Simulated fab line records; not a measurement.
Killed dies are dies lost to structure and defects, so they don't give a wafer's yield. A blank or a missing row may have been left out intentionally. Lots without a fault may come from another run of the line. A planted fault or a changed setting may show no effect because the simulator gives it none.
Lot-split experiment	flow n5-finfet	7 lots, 21 wafers read, on a route of 1938 steps

ON THE SPLIT
At N5_BEOL_M9_EXPOSE_25 (exposes mask V8), the setting dose-mj was moved away from the recipe's 37.25 on 8 of the 21 wafers read, by -6.8% to +6.4%. For the rest of the wafers, this setting stayed at what the recipe calls for.

FROM THE SPLIT TO THE READING: what the file shows between them, 2 steps
- N5_BEOL_M9_PEB_26: peb time 60 s
- N5_BEOL_M9_DEVELOP_27: develop time 30 s

THE READING
Shown in nm: cd-nm at N5_BEOL_M9_CD_MEAS_28, with target cd 70 nm. Typical for fault-free wafers on this fab line: 70.02 nm, with standard deviation 0.28 nm.

wafer	tool, chamber at the split	dose-mj as run	against the recipe	cd-nm, nm	against lot-mates on the recipe
L077.2	euv-scanner-01, 0	39.43	+5.9%	71.15	+1.02
L077.3	euv-scanner-01, 0	37.25	recipe	70.13	-
L077.5	euv-scanner-01, 0	39.43	+5.9%	71.35	+1.22
L079.2	euv-scanner-01, 0	37.25	recipe	70.15	-
L079.4	euv-scanner-01, 0	37.25	recipe	70.12	-
L079.6	euv-scanner-01, 0	37.25	recipe	69.79	-
L081.4	euv-scanner-02, 0	37.25	recipe	69.71	-
L081.5	euv-scanner-02, 0	38.66	+3.8%	71.23	+1.46
L081.6	euv-scanner-02, 0	37.25	recipe	69.83	-
L083.2	euv-scanner-01, 0	37.25	recipe	70.38	-
L083.3	euv-scanner-01, 0	37.25	recipe	70.41	-
L083.5	euv-scanner-01, 0	37.25	recipe	70.18	-
L084.1	euv-scanner-01, 0	39.62	+6.4%	71.38	+1.29
L084.4	euv-scanner-01, 0	37.25	recipe	69.96	-
L084.6	euv-scanner-01, 0	37.25	recipe	70.22	-
L090.3	euv-scanner-01, 0	37.25	recipe	70.67	-
L090.4	euv-scanner-01, 0	34.71	-6.8%	68.53	-2.14
L090.5	euv-scanner-01, 0	34.71	-6.8%	68.36	-2.31
L092.1	euv-scanner-01, 0	38.95	+4.6%	71.18	+1.25
L092.2	euv-scanner-01, 0	37.25	recipe	69.93	-
L092.4	euv-scanner-01, 0	38.95	+4.6%	70.84	+0.91

THE FIT
A straight line over all 21 wafers: cd-nm changes by +0.221 nm for each +1% of dose-mj; r = +0.95; the points scatter about the line by 0.25 nm.
The same after taking each lot's own level away (the mean of its wafers on the recipe; 21 wafers): +0.266 nm for each +1%; r = +0.97; scatter 0.25 nm.
Per that fit: largest dose-mj move, reading shift of 1.8 nm.
Across the lots, their own levels run from 69.770 to 70.670 nm, a range of 3.2 times the standard deviation given above.
So the lot-to-lot level changes the slope: the two fits differ.
Check: with one of the wafers moved furthest among these (-6.8%) left out of the fit, the line predicts -1.81 nm for it against its lot-mates. Against them it came out at -2.14 nm.

FURTHER SPLITS ON THESE WAFERS
These wafers also went through other splits before the reading. Each is held against what the fit with the lots' levels taken away leaves over:
other split on the same wafers	wafers away from the commonest value	r with cd-nm (lot level and that fit taken away)
N5_BEOL_M7_VIA_ETCH_34 source-w	4	+0.09
N5_BEOL_M9_HM_DEP_02 target-thk-a	7	+0.23

THE FILE'S OWN FIT
cd-nm changes by +0.258 nm for each +1% of dose-mj, r = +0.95.
